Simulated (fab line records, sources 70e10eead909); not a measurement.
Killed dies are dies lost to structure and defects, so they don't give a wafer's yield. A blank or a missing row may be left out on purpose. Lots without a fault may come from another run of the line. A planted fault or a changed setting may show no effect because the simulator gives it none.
fab line records | flow nand_harc | part 1 of 2: steps 1 to 19 of 25
record lots=5 wafers=15 last_day=32
route steps=1302 shown A_STAIRCASE@690
lots that met no fault: from a run of the same line without faults
start_h: hours from the record's first day to the start of the lot's first wafer shown | wait_h: hours since the lot's step before | " the same as in the row above | L1.1+2: a row that stands for several wafers | - no value, or no start given | * or withheld: withheld | < > ~ a bound
route shown NAME@n: a module of which the file shows steps, and the number in the route of the first | usual: mean/standard deviation of fault-free wafers | same: alike in all rows | chamber/n: place in a boat | sites: the reading at each site | _std_site: their standard deviation | _edge_site: outer sites' mean less inner sites' | radius_mm: how far each site lies from the wafer's centre | mask NAME#n: copy n | behind: the tool/chamber that last shaped the wafer | hold: why the lot was held/for how many hours/how that ended | device: the transistor (n, p or np) that didn't switch | end of line: the same wafers' tests at the end of the route | a step without rows: its recipe alone | killed: dies lost to structure and defects at the first sort, not the wafer's yield | map: a wafer's dies, x killed, . not, _ none there
set.NAME: the setting as run; set.NAME@STEP: as run at that earlier step | model.NAME: the simulator's own value behind a step, which no gauge read
lots at some steps of the route; a table a step, a row a wafer
services: from which hour (start_h, from the record's first day; less than 0 if before it) a tool's chamber was out of use, for how many hours, and why
## steps
# step NHARC_A_STAIRCASE_DEHYDRATE_176
# recipe temp_c=150 time_s=120
# usual plate_temp_C=150.00/0.13
# columns lot.wafer tool chamber start_h wait_h plate_temp_C
L076.3 litho_track-07 0 367.03 - 150.12
L076.4 " 0 " " 150.04
L076.6 " 0 " " 149.78
L078.2 litho_track-02 0 389.34 - 149.96
L078.4 " 0 " " 150.06
L078.5 " 0 " " 150.03
L089.2 litho_track-02 0 505.70 - 150.27
L089.4 " 0 " " 150.19
L089.6 " 0 " " 150.11
L092.1 litho_track-02 0 536.87 - 150.10
L092.5 " 0 " " 150.00
L092.6 " 0 " " 150.05
L095.2 litho_track-03 0 555.43 - 150.07
L095.4 " 0 " " 150.27
L095.5 " 0 " " 150.08
# step NHARC_A_STAIRCASE_HMDS_177
# recipe time_s=30
# columns lot.wafer tool chamber start_h wait_h
L076.3+4+6 litho_track-07 0 - -
L078.2+4+5 litho_track-02 0 - -
L089.2+4+6 litho_track-02 0 - -
L092.1+5+6 litho_track-02 0 - -
L095.2+4+5 litho_track-03 0 - -
# step NHARC_A_STAIRCASE_COAT_178
# recipe spin_rpm=1200
# columns lot.wafer tool chamber start_h wait_h
L076.3+4+6 litho_track-07 0 - -
L078.2+4+5 litho_track-02 0 - -
L089.2+4+6 litho_track-02 0 - -
L092.1+5+6 litho_track-02 0 - -
L095.2+4+5 litho_track-03 0 - -
# step NHARC_A_STAIRCASE_SOFTBAKE_179
# recipe temp_c=135 time_s=170
# usual plate_temp_C=135.01/0.13
# columns lot.wafer tool chamber start_h wait_h plate_temp_C
L076.3 litho_track-07 0 - - 135.29
L076.4 " 0 " " 135.11
L076.6 " 0 " " 135.28
L078.2 litho_track-02 0 - - 135.10
L078.4 " 0 " " 135.12
L078.5 " 0 " " 135.10
L089.2 litho_track-02 0 - - 135.07
L089.4 " 0 " " 134.88
L089.6 " 0 " " 135.03
L092.1 litho_track-02 0 - - 134.96
L092.5 " 0 " " 135.06
L092.6 " 0 " " 135.02
L095.2 litho_track-03 0 - - 135.02
L095.4 " 0 " " 134.92
L095.5 " 0 " " 135.00
# step NHARC_A_STAIRCASE_EBR_180
# columns lot.wafer tool chamber start_h wait_h
L076.3+4+6 litho_track-07 0 - -
L078.2+4+5 litho_track-02 0 - -
L089.2+4+6 litho_track-02 0 - -
L092.1+5+6 litho_track-02 0 - -
L095.2+4+5 litho_track-03 0 - -
# step NHARC_A_STAIRCASE_EXPOSE_181
# recipe na=0.5 dose_mj=27.87 mask_id=STAIR_2
# usual stage_vel_mm_s=500.03/0.24
# columns lot.wafer tool chamber start_h wait_h mask stage_vel_mm_s
L076.3 krf_scanner-02 0 367.24 - STAIR_2#0 499.97
L076.4 " 0 " " STAIR_2#0 500.48
L076.6 " 0 " " STAIR_2#0 500.28
L078.2 krf_scanner-03 0 389.67 - STAIR_2#0 500.16
L078.4 " 0 " " STAIR_2#0 499.69
L078.5 " 0 " " STAIR_2#0 500.30
L089.2 krf_scanner-02 0 506.04 - STAIR_2#0 499.95
L089.4 " 0 " " STAIR_2#0 499.76
L089.6 " 0 " " STAIR_2#0 500.41
L092.1 krf_scanner-02 0 537.20 - STAIR_2#0 500.15
L092.5 " 0 " " STAIR_2#0 499.87
L092.6 " 0 " " STAIR_2#0 499.73
L095.2 krf_scanner-01 0 555.76 - STAIR_2#0 500.49
L095.4 " 0 " " STAIR_2#0 499.89
L095.5 " 0 " " STAIR_2#0 500.31
# step NHARC_A_STAIRCASE_PEB_182
# recipe peb_temp_c=115 peb_time_s=130
# usual plate_temp_C=114.99/0.14
# columns lot.wafer tool chamber start_h wait_h plate_temp_C
L076.3 litho_track-02 0 367.30 0.0 114.78
L076.4 " 0 " " 115.03
L076.6 " 0 " " 115.09
L078.2 litho_track-07 0 389.73 0.1 114.94
L078.4 " 0 " " 115.18
L078.5 " 0 " " 114.92
L089.2 litho_track-03 0 506.10 0.1 115.00
L089.4 " 0 " " 115.17
L089.6 " 0 " " 114.89
L092.1 litho_track-07 0 537.27 0.1 115.02
L092.5 " 0 " " 114.94
L092.6 " 0 " " 114.99
L095.2 litho_track-03 0 555.82 0.1 115.17
L095.4 " 0 " " 115.10
L095.5 " 0 " " 115.31
# step NHARC_A_STAIRCASE_DEVELOP_183
# recipe time_s=140
# columns lot.wafer tool chamber start_h wait_h
L076.3+4+6 litho_track-02 0 - -
L078.2+4+5 litho_track-07 0 - -
L089.2+4+6 litho_track-03 0 - -
L092.1+5+6 litho_track-07 0 - -
L095.2+4+5 litho_track-03 0 - -
# step NHARC_A_STAIRCASE_HARDBAKE_185
# recipe temp_c=120 time_s=140
# columns lot.wafer tool chamber start_h wait_h
L076.3+4+6 litho_track-07 0 367.53 -
L078.2+4+5 litho_track-03 0 389.96 -
L089.2+4+6 litho_track-02 0 506.32 -
L092.1+5+6 litho_track-03 0 537.49 -
L095.2+4+5 litho_track-07 0 556.06 -
# step NHARC_A_STAIRCASE_DESCUM_186
# recipe time_s=3 o2_flow_sccm=200 ar_flow_sccm=0 bias_power_w=0 chemistry=O2
# usual drypump_motor_current_A=5.71/0.28 mfc_ar_sccm=0.017/0.011 oes_product_au=1.001/0.009 rf_vpp_V=57.7/0.89 showerhead_plenum_p_Torr=1.90/0.085 throttle_valve_pct=11.311/0.0096
# columns lot.wafer tool chamber start_h wait_h drypump_motor_current_A mfc_ar_sccm oes_product_au rf_hours_counter_h rf_vpp_V showerhead_plenum_p_Torr throttle_valve_pct
L076.4 rie_diel-01 1 367.62 - 6.09 0 1.007 49 58.0 1.88 11.314
L076.3 " 3 " " 5.67 0.026 1.010 49 58.4 1.85 11.312
L076.6 " 1 " " 6.09 0 1.006 - 56.3 1.88 11.327
L078.2 rie_diel-10 0 390.05 - 5.84 0 0.994 38 58.0 1.89 11.303
L078.4 " 2 " " 5.17 0.020 1.005 39 57.1 1.92 11.307
L078.5 " 0 " " 5.80 0 0.992 - 58.6 1.89 11.294
L089.2 rie_diel-10 0 506.41 - 5.79 0 0.999 19 57.9 1.88 11.310
L089.4 " 3 " " 5.99 0.035 1.009 17 58.8 1.91 11.305
L089.6 " 0 " " 5.81 0 0.997 - 57.2 1.88 11.318
L092.1 rie_diel-10 3 537.58 - 6.01 0.035 1.001 32 58.3 1.90 11.313
L092.6 " 3 " " 6.00 0.035 1.004 - 57.9 1.91 11.305
L092.5 " 0 " " 5.82 0 0.998 - 56.1 1.88 11.312
L095.4 rie_diel-10 1 556.19 - 5.57 0.017 0.991 40 58.2 2.06 11.327
L095.2 " 3 " " 5.99 0.035 0.992 40 58.1 1.90 11.318
L095.5 " 1 " " 5.57 0.017 0.999 - 57.5 2.06 11.304
# step NHARC_A_STAIRCASE_TRIM_187
# recipe time_s=211.2 o2_flow_sccm=500 ar_flow_sccm=0 bias_w=0 chemistry=O2
# usual drypump_motor_current_A=5.72/0.28 mfc_ar_sccm=0.017/0.011 oes_product_au=1.001/0.01 rf_vpp_V=57.7/0.83 showerhead_plenum_p_Torr=3.49/0.14 throttle_valve_pct=17.036/0.0088
# columns lot.wafer tool chamber start_h wait_h drypump_motor_current_A mfc_ar_sccm oes_product_au rf_hours_counter_h rf_vpp_V showerhead_plenum_p_Torr throttle_valve_pct
L076.3 rie_diel-01 3 367.71 0.1 5.72 0.026 0.996 49 56.8 3.41 17.055
L076.4 " 0 " " 5.44 0.008 0.997 54 58.6 3.47 17.034
L076.6 " 2 " " 6.13 0.022 0.997 - 57.3 3.38 17.039
L078.4 rie_diel-10 2 390.20 0.1 5.21 0.020 1.006 39 57.7 3.55 17.049
L078.2 " 3 " " 6.03 0.035 1.022 46 58.8 3.54 17.039
L078.5 " 1 " " 5.66 0.017 1.000 - 58.2 3.28 17.032
L089.4 rie_diel-10 3 506.51 0.1 6.01 0.035 0.994 17 57.6 3.52 17.030
L089.2 " 0 " " 5.84 0 0.992 19 57.4 3.47 17.031
L089.6 " 3 " " 6.02 0.035 0.994 - 57.2 3.52 17.049
L092.1 rie_diel-10 2 537.67 0.1 5.19 0.020 1.018 34 58.2 3.52 17.043
L092.5 " 2 " " 5.20 0.020 1.016 - 57.6 3.52 17.034
L092.6 " 3 " " 5.98 0.035 1.001 - 57.2 3.51 17.037
L095.2 rie_diel-10 1 556.27 0.1 5.63 0.017 0.986 40 59.3 3.78 17.029
L095.4 " 2 " " 5.16 0.020 1.009 43 58.7 3.52 17.036
L095.5 " 1 " " 5.65 0.017 0.992 - 58.0 3.78 17.028
# step NHARC_A_STAIRCASE_ETCH_188
# recipe target_depth_a=1000 time_s=40.5 ion_energy_ev=400 c4f8_flow_sccm=20 o2_flow_sccm=10 ar_flow_sccm=withheld rf_w=600 bias_w=1000 chemistry=C4F8/O2
# usual oes_product_au=0.942/0.014 rf_fwd_power_W=592/3.2 rf_vpp_V=895/5.1
# columns lot.wafer tool chamber start_h wait_h oes_product_au rf_fwd_power_W rf_hours_counter_h rf_vpp_V
L076.3 rie_diel-01 3 - - 0.962 594 49 891
L076.4 " 2 " " 0.949 588 53 889
L076.6 " 3 " " 0.970 593 - 892
L078.2 rie_diel-10 0 - - 0.926 593 38 894
L078.4 " 1 " " 0.923 592 37 886
L078.5 " 3 " " 0.956 591 - 897
L089.4 rie_diel-10 3 - - 0.937 594 17 896
L089.2 " 2 " " 0.951 598 19 895
L089.6 " 3 " " 0.948 593 - 895
L092.1 rie_diel-10 0 - - 0.944 589 31 894
L092.5 " 2 " " 0.957 600 - 896
L092.6 " 3 " " 0.933 591 - 895
L095.4 rie_diel-10 1 - - 0.948 592 40 906
L095.2 " 2 " " 0.970 600 43 897
L095.5 " 0 " " 0.944 592 - 895
# step NHARC_A_STAIRCASE_TRIM_189
# recipe time_s=211.2 o2_flow_sccm=500 ar_flow_sccm=0 bias_w=0 chemistry=O2
# usual drypump_motor_current_A=5.71/0.29 mfc_ar_sccm=0.017/0.011 oes_product_au=1.001/0.0093 rf_vpp_V=57.8/0.95 showerhead_plenum_p_Torr=3.50/0.15 throttle_valve_pct=17.036/0.0095
# columns lot.wafer tool chamber start_h wait_h drypump_motor_current_A mfc_ar_sccm oes_product_au rf_hours_counter_h rf_vpp_V showerhead_plenum_p_Torr throttle_valve_pct
L076.3 rie_diel-01 3 - - 5.64 0.026 1.002 49 57.3 3.41 17.042
L076.4 " 1 " " 6.10 0 1.002 49 58.3 3.48 17.040
L076.6 " 0 " " 5.46 0.008 1.002 - 58.2 3.46 17.041
L078.4 rie_diel-10 2 - - 5.21 0.020 1.003 40 59.3 3.55 17.059
L078.2 " 3 " " 6.00 0.035 1.026 46 58.6 3.54 17.055
L078.5 " 3 " " 6.01 0.035 1.029 - 57.3 3.54 17.053
L089.2 rie_diel-10 3 - - 6.01 0.035 1.006 17 59.1 3.52 17.025
L089.4 " 0 " " 5.84 0 0.999 19 57.1 3.47 17.039
L089.6 " 2 " " 5.19 0.020 0.995 - 57.3 3.53 17.035
L092.1 rie_diel-10 1 - - 5.63 0.017 0.996 33 59.4 3.79 17.040
L092.6 " 2 " " 5.16 0.020 1.016 - 57.7 3.52 17.036
L092.5 " 3 " " 6.00 0.035 0.985 - 57.3 3.51 17.052
L095.4 rie_diel-10 2 - - 5.20 0.020 1.025 43 58.0 3.52 17.025
L095.2 " 3 " " 6.02 0.035 1.001 40 58.7 3.51 17.033
L095.5 " 1 " " 5.59 0.017 1.004 - 57.2 3.78 17.034
# step NHARC_A_STAIRCASE_ETCH_190
# recipe target_depth_a=1000 time_s=40.5 ion_energy_ev=400 c4f8_flow_sccm=20 o2_flow_sccm=10 ar_flow_sccm=withheld rf_w=600 bias_w=1000 chemistry=C4F8/O2
# usual oes_product_au=0.942/0.011 rf_fwd_power_W=592/3.2 rf_vpp_V=895/5.6
# columns lot.wafer tool chamber start_h wait_h oes_product_au rf_fwd_power_W rf_hours_counter_h rf_vpp_V
L076.4 rie_diel-01 2 - - 0.938 592 53 890
L076.3 " 3 " " 0.949 596 50 892
L076.6 " 1 " " 0.928 586 - 895
L078.4 rie_diel-10 2 - - 0.932 594 40 896
L078.2 " 3 " " 0.951 595 47 896
L078.5 " 2 " " 0.937 592 - 896
L089.4 rie_diel-10 1 - - 0.928 590 21 906
L089.2 " 0 " " 0.932 593 19 893
L089.6 " 2 " " 0.931 597 - 895
L092.1 rie_diel-10 1 - - 0.960 593 33 905
L092.5 " 3 " " 0.941 596 - 896
L092.6 " 0 " " 0.942 592 - 893
L095.4 rie_diel-10 3 - - 0.954 596 40 895
L095.2 " 0 " " 0.953 591 37 893
L095.5 " 1 " " 0.941 595 - 908
# step NHARC_A_STAIRCASE_TRIM_191
# recipe time_s=211.2 o2_flow_sccm=500 ar_flow_sccm=0 bias_w=0 chemistry=O2
# usual drypump_motor_current_A=5.71/0.28 mfc_ar_sccm=0.017/0.011 oes_product_au=1.000/0.0084 rf_vpp_V=57.6/0.88 showerhead_plenum_p_Torr=3.50/0.15 throttle_valve_pct=17.036/0.0098
# columns lot.wafer tool chamber start_h wait_h drypump_motor_current_A mfc_ar_sccm oes_product_au rf_hours_counter_h rf_vpp_V showerhead_plenum_p_Torr throttle_valve_pct
L076.4 rie_diel-01 0 - - 5.49 0.008 0.998 54 57.9 3.46 17.030
L076.3 " 3 " " 5.69 0.026 1.002 50 56.5 3.41 17.024
L076.6 " 0 " " 5.51 0.008 0.998 - 56.7 3.46 17.047
L078.2 rie_diel-10 2 - - 5.18 0.020 1.006 40 58.5 3.55 17.045
L078.4 " 0 " " 5.87 0 0.997 39 55.6 3.49 17.036
L078.5 " 2 " " 5.20 0.020 1.002 - 56.9 3.55 17.031
L089.4 rie_diel-10 1 - - 5.65 0.017 1.001 22 58.4 3.80 17.033
L089.2 " 3 " " 6.02 0.035 0.995 17 57.5 3.52 17.055
L089.6 " 0 " " 5.86 0 1.003 - 58.9 3.47 17.045
L092.1 rie_diel-10 2 - - 5.22 0.020 0.999 34 58.9 3.52 17.049
L092.6 " 2 " " 5.19 0.020 0.996 - 57.2 3.52 17.026
L092.5 " 3 " " 6.02 0.035 0.991 - 57.5 3.51 17.037
L095.4 rie_diel-10 1 - - 5.59 0.017 1.000 41 60.3 3.78 17.036
L095.2 " 2 " " 5.16 0.020 1.009 43 57.0 3.52 17.029
L095.5 " 1 " " 5.65 0.017 0.988 - 57.9 3.78 17.055
# step NHARC_A_STAIRCASE_ETCH_192
# recipe target_depth_a=1000 time_s=40.5 ion_energy_ev=400 c4f8_flow_sccm=20 o2_flow_sccm=10 ar_flow_sccm=withheld rf_w=600 bias_w=1000 chemistry=C4F8/O2
# usual oes_product_au=0.944/0.011 rf_fwd_power_W=592/3 rf_vpp_V=895/5.3
# columns lot.wafer tool chamber start_h wait_h oes_product_au rf_fwd_power_W rf_hours_counter_h rf_vpp_V
L076.4 rie_diel-01 1 - - 0.936 588 50 894
L076.3 " 0 " " 0.937 592 54 894
L076.6 " 1 " " 0.934 587 - 895
L078.4 rie_diel-10 2 - - 0.948 597 40 895
L078.2 " 3 " " 0.940 592 47 896
L078.5 " 0 " " 0.940 593 - 893
L089.4 rie_diel-10 3 - - 0.945 594 17 895
L089.2 " 0 " " 0.939 591 19 893
L089.6 " 1 " " 0.946 592 - 905
L092.1 rie_diel-10 2 - - 0.951 598 34 896
L092.6 " 0 " " 0.949 593 - 895
L092.5 " 1 " " 0.957 590 - 905
L095.4 rie_diel-10 2 - - 0.947 595 43 897
L095.2 " 1 " " 0.927 595 41 904
L095.5 " 3 " " 0.956 595 - 897
# step NHARC_A_STAIRCASE_TRIM_193
# recipe time_s=211.2 o2_flow_sccm=500 ar_flow_sccm=0 bias_w=0 chemistry=O2
# usual drypump_motor_current_A=5.75/0.27 mfc_ar_sccm=0.016/0.012 oes_product_au=1.001/0.0091 rf_vpp_V=57.7/1 showerhead_plenum_p_Torr=3.49/0.14 throttle_valve_pct=17.037/0.0099
# columns lot.wafer tool chamber start_h wait_h drypump_motor_current_A mfc_ar_sccm oes_product_au rf_hours_counter_h rf_vpp_V showerhead_plenum_p_Torr throttle_valve_pct
L076.4 rie_diel-01 1 - - 6.10 0 0.995 50 57.3 3.48 17.025
L076.3 " 2 " " 6.14 0.022 0.997 53 56.0 3.38 17.035
L076.6 " 0 " " 5.42 0.008 1.003 - 59.1 3.46 17.052
L078.2 rie_diel-10 1 - - 5.63 0.017 0.994 38 56.8 3.28 17.029
L078.4 " 2 " " 5.17 0.020 1.004 41 56.9 3.55 17.032
L078.5 " 3 " " 6.00 0.035 1.014 - 58.5 3.54 17.030
L089.2 rie_diel-10 3 - - 6.01 0.035 0.995 17 55.9 3.52 17.045
L089.4 " 0 " " 5.84 0 1.006 19 57.6 3.47 17.037
L089.6 " 3 " " 6.02 0.035 1.000 - 57.2 3.52 17.027
L092.1 rie_diel-10 3 - - 6.01 0.035 0.996 32 56.8 3.51 17.025
L092.5 " 1 " " 5.65 0.017 0.997 - 58.2 3.79 17.038
L092.6 " 2 " " 5.22 0.020 1.011 - 55.8 3.52 17.040
L095.4 rie_diel-10 3 - - 6.00 0.035 0.994 41 57.8 3.51 17.034
L095.2 " 1 " " 5.65 0.017 0.992 41 59.0 3.78 17.049
L095.5 " 3 " " 6.01 0.035 0.990 - 57.7 3.51 17.033
# step NHARC_A_STAIRCASE_ETCH_194
# recipe target_depth_a=1000 time_s=40.5 ion_energy_ev=400 c4f8_flow_sccm=20 o2_flow_sccm=10 ar_flow_sccm=withheld rf_w=600 bias_w=1000 chemistry=C4F8/O2
# usual oes_product_au=0.943/0.012 rf_fwd_power_W=592/3 rf_vpp_V=895/5.3
# columns lot.wafer tool chamber start_h wait_h oes_product_au rf_fwd_power_W rf_hours_counter_h rf_vpp_V
L076.4 rie_diel-01 2 - - 0.938 588 54 891
L076.3 " 3 " " 0.956 591 50 891
L076.6 " 0 " " 0.932 591 - 893
L078.4 rie_diel-10 1 - - 0.916 594 38 887
L078.2 " 3 " " 0.943 593 47 896
L078.5 " 1 " " 0.931 594 - 886
L089.2 rie_diel-10 3 - - 0.935 592 17 896
L089.4 " 1 " " 0.961 596 22 906
L089.6 " 2 " " 0.954 595 - 897
L092.1 rie_diel-10 2 - - 0.957 592 35 896
L092.6 " 2 " " 0.944 597 - 895
L092.5 " 3 " " 0.961 594 - 895
L095.2 rie_diel-10 2 - - 0.953 594 43 896
L095.4 " 0 " " 0.941 594 38 893
L095.5 " 3 " " 0.934 595 - 895
# step NHARC_A_STAIRCASE_TRIM_196
# recipe time_s=211.2 o2_flow_sccm=500 ar_flow_sccm=0 bias_w=0 chemistry=O2
# usual drypump_motor_current_A=5.75/0.27 mfc_ar_sccm=0.016/0.011 oes_product_au=1.001/0.0087 rf_vpp_V=57.7/0.88 showerhead_plenum_p_Torr=3.48/0.14 throttle_valve_pct=17.036/0.0079
# columns lot.wafer tool chamber start_h wait_h drypump_motor_current_A mfc_ar_sccm oes_product_au rf_hours_counter_h rf_vpp_V showerhead_plenum_p_Torr throttle_valve_pct
L076.4 rie_diel-01 2 368.84 0.1 6.13 0.022 0.993 54 58.4 3.38 17.049
L076.3 " 3 " " 5.67 0.026 0.989 50 56.1 3.41 17.041
L076.6 " 1 " " 6.09 0 1.002 - 57.8 3.48 17.036
L078.4 rie_diel-10 2 392.16 0.1 5.20 0.020 1.014 41 58.1 3.55 17.032
L078.2 " 1 " " 5.62 0.017 1.011 38 57.6 3.28 17.033
L078.5 " 3 " " 6.02 0.035 1.028 - 58.8 3.54 17.031
L089.2 rie_diel-10 0 507.99 0.1 5.82 0 0.999 19 57.2 3.47 17.029
L089.4 " 1 " " 5.63 0.017 0.997 22 58.2 3.80 17.038
L089.6 " 0 " " 5.87 0 0.995 - 56.7 3.47 17.048
L092.1 rie_diel-10 2 538.69 0.1 5.21 0.020 1.007 35 57.0 3.52 17.048
L092.5 " 2 " " 5.18 0.020 1.013 - 55.6 3.52 17.043
L092.6 " 3 " " 6.00 0.035 0.993 - 58.3 3.51 17.037
L095.4 rie_diel-01 3 557.56 0.1 5.67 0.026 1.003 59 57.2 3.38 17.038
L095.2 " 0 " " 5.50 0.008 0.998 67 57.1 3.42 17.044
L095.5 " 3 " " 5.67 0.026 1.000 - 58.5 3.38 17.036
